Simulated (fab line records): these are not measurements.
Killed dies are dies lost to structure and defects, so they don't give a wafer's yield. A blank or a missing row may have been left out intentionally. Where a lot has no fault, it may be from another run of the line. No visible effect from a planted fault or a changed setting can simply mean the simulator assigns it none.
Chamber matching    flow nand-harc    4 sister chambers for NHARC_A_M0_DESCUM_14 on rie-diel-05
The step chemistry O2, time 3 s. 8 wafers are shown with their chamber, then 9 later ones without.

## WAFERS, EACH WITH ITS CHAMBER
wafer   chamber  drypump-motor-current-A (A)  oes-product-au (a.u.)
L077.5  1        5.2                          0.992
L077.6  2        5.3                          0.996
L088.2  1        5.2                          0.991
L088.3  3        6.0                          1.008
L088.6  0        5.0                          0.999
L088.1  2        5.3                          1.005
L088.4  0        5.0                          1.004
L088.5  3        6.1                          0.999

## WAFERS WITH NO CHAMBER GIVEN
wafer   drypump-motor-current-A (A)  oes-product-au (a.u.)
L089.1  5.0                          1.012
L089.5  5.3                          1.008
L089.6  6.1                          1.014
L090.4  6.0                          1.002
L090.5  5.2                          0.998
L090.6  5.3                          1.003
L092.4  5.4                          0.997
L092.5  5.3                          0.999
L092.6  5.0                          1.004

## WHICH CHAMBER EACH WENT THROUGH
wafer   from the rows above      in truth
L089.1  0                        0
L089.5  2                        2
L089.6  3                        3
L090.4  3                        3
L090.5  can't be placed: 1 or 2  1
L090.6  2                        2
L092.4  2                        2
L092.5  2                        2
L092.6  0                        0
Placed correctly: 8 of 9. Can't be placed from these rows: 1 (the true chamber is among the candidates in 1). 0 placed wrongly.
How it was worked out, from the rows above alone: a wafer's distance from a chamber is the root of the sum, over the readings, of the square of ((its reading less the chamber's mean) divided by the reading's scatter). If the next closest chamber is less than 2 further off than the closest, the wafer can't be placed; otherwise it belongs to the closest. A chamber's mean is the mean of its shown wafers. How the scatter is found: for the shown wafers, subtract from each reading the mean of its chamber, square and add these, divide the total by (wafers less chambers), then take the root.
